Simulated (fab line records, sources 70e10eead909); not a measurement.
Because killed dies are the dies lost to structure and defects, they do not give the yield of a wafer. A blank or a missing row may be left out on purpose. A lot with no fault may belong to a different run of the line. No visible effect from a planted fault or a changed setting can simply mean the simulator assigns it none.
Which tool is to blame?    flow nandHarc    14 lots with 42 wafers sampled at 3 steps, on a route of 1302 steps

WHAT THE GAUGES SHOWED, per wafer
NHARC_THIN_TSV_THK_MEAS_02: measures by ir. Usual: 3005 nm for thkNm, sd 220.
lot   measured      on            thkNm (nm)      flag
L171  day 24 12:44  filmMetro-01  2818 3107 3377  
L173  day 24 17:09  filmMetro-02  3167 3020 3164  
L176  day 25 12:20  filmMetro-02  3031 2930 3037  
L175  day 25 11:08  filmMetro-01  2892 3048 2910  
L178  day 26 16:35  filmMetro-01  2969 2812 3000  
L185  day 29 18:13  filmMetro-02  2620 2864 2439  
L183  day 29 19:24  filmMetro-02  3187 3367 2781  
L186  day 30 00:54  filmMetro-01  2750 2995 3172  
L188  day 30 10:10  filmMetro-01  2904 3264 2869  
L187  day 30 15:31  filmMetro-01  2868 2458 2730  
L190  day 31 17:14  filmMetro-01  3012 3386 3002  
L189  day 32 02:26  filmMetro-01  3331 3276 3157  
L192  day 33 09:03  filmMetro-01  2945 3267 3043  
L194  day 34 04:10  filmMetro-02  2666 2821 2913  

TOOL THAT RAN EACH LOT (tool first, then ch and the chambers of the sampled wafers, then the start)
lot   NHARC_A_BONDPAD_PVD_27                  NHARC_A_BONDPAD_ANNEAL_28
L171  pvdSputter-02, day 24 00:56 or earlier  rtpAnneal-01 ch 0, day 24 00:56
L173  pvdSputter-03, day 24 04:41 or earlier  rtpAnneal-01 ch 0, day 24 04:41
L176  pvdSputter-01, day 24 20:23 or earlier  rtpAnneal-02 ch 0, day 24 20:23
L175  pvdSputter-03, day 24 21:20 or earlier  rtpAnneal-02 ch 0, day 24 21:20
L178  pvdSputter-02, day 26 04:37 or earlier  rtpAnneal-01 ch 0, day 26 04:37
L185  pvdSputter-03, day 29 01:58 or earlier  rtpAnneal-01 ch 0, day 29 01:58
L183  pvdSputter-02, day 29 05:07 or earlier  rtpAnneal-01 ch 0, day 29 05:07
L186  pvdSputter-01, day 29 12:29 or earlier  rtpAnneal-02 ch 0, day 29 12:29
L188  pvdSputter-03, day 29 20:41 or earlier  rtpAnneal-02 ch 0, day 29 20:41
L187  pvdSputter-02, day 30 01:56 or earlier  rtpAnneal-02 ch 0, day 30 01:56
L190  pvdSputter-03, day 31 05:26 or earlier  rtpAnneal-01 ch 0, day 31 05:26
L189  pvdSputter-03, day 31 07:30 or earlier  rtpAnneal-01 ch 0, day 31 07:30
L192  pvdSputter-03, day 32 21:02 or earlier  rtpAnneal-01 ch 0, day 32 21:02
L194  pvdSputter-02, day 33 16:01 or earlier  rtpAnneal-02 ch 0, day 33 16:01
- NHARC_A_BONDPAD_PVD_27: deposits Cu, target thk 30 nm, time 20.49 s.
- NHARC_A_BONDPAD_ANNEAL_28: time 90 s.

AS READ BY THE TOOLS THEMSELVES (means over the sampled wafers that have a number; for cases with no such wafer, the mark the record gives instead)
NHARC_A_BONDPAD_PVD_27. Usual: cathodeDcPowerW 5000.1 W, standard deviation 0.89; chamberPressurePa 5.000 Pa, standard deviation 0.01; throttleValvePct 30.1 %, standard deviation 1.5.
lot   tool           cathodeDcPowerW (W)  chamberPressurePa (Pa)  throttleValvePct (%)  flag
L171  pvdSputter-02  5000.4               5.009                   28.6                  
L173  pvdSputter-03  5000.3               4.996                   29.9                  
L176  pvdSputter-01  5000.0               5.005                   28.0                  
L175  pvdSputter-03  5000.1               4.999                   30.9                  
L178  pvdSputter-02  4999.6               5.011                   28.5                  
L185  pvdSputter-03  4999.4               5.004                   30.3                  
L183  pvdSputter-02  5000.1               4.999                   32.3                  
L186  pvdSputter-01  5000.3               4.995                   29.0                  
L188  pvdSputter-03  4999.3               5.008                   29.6                  
L187  pvdSputter-02  5000.3               5.002                   30.5                  
L190  pvdSputter-03  5000.6               5.002                   29.7                  
L189  pvdSputter-03  4999.9               4.996                   30.9                  
L192  pvdSputter-03  4999.8               5.000                   29.8                  
L194  pvdSputter-02  5000.5               5.004                   29.9                  

NHARC_A_BONDPAD_ANNEAL_28. Usual: annealTempC 225.02 C, standard deviation 0.2; annealTempCMax 226.6, standard deviation 0.37; wafer_temp_C_max 225.71, standard deviation 0.26.
lot   tool          annealTempC (C)  annealTempCMax  wafer_temp_C_max  flag
L171  rtpAnneal-01  224.88           226.5           226.01            
L173  rtpAnneal-01  225.23           226.7           225.94            
L176  rtpAnneal-02  225.34           227.0           225.64            
L175  rtpAnneal-02  225.07           227.1           225.58            
L178  rtpAnneal-01  225.02           226.5           225.83            
L185  rtpAnneal-01  225.06           226.4           225.66            
L183  rtpAnneal-01  224.92           226.4           225.83            
L186  rtpAnneal-02  224.96           226.7           225.43            
L188  rtpAnneal-02  225.28           227.1           225.77            
L187  rtpAnneal-02  225.15           226.7           225.44            
L190  rtpAnneal-01  225.08           226.8           225.92            
L189  rtpAnneal-01  224.98           226.6           225.98            
L192  rtpAnneal-01  224.92           226.2           225.85            
L194  rtpAnneal-02  224.87           226.6           225.54            

THE ANSWER, worked out from the rows above alone
Rule: take the mean of a lot's wafers that have a number; if it is more than 3 standard deviations from the usual mean, the lot is off. Also off: a lot with no number at a reading for which 4 or more lots have one. Where the step has rows for the other lots, those lots are counted as sound. After the gauges, taken in route order, come the tools' own readings; for these a lot's mean is taken, as printed above. The first step at which some lot is off is used, and at that step the reading that is off furthest; a lot without a number counts as furthest.
Nothing can be told from this: no lot is off at any reading shown.

WHAT THE SIMULATOR HAD INSERTED
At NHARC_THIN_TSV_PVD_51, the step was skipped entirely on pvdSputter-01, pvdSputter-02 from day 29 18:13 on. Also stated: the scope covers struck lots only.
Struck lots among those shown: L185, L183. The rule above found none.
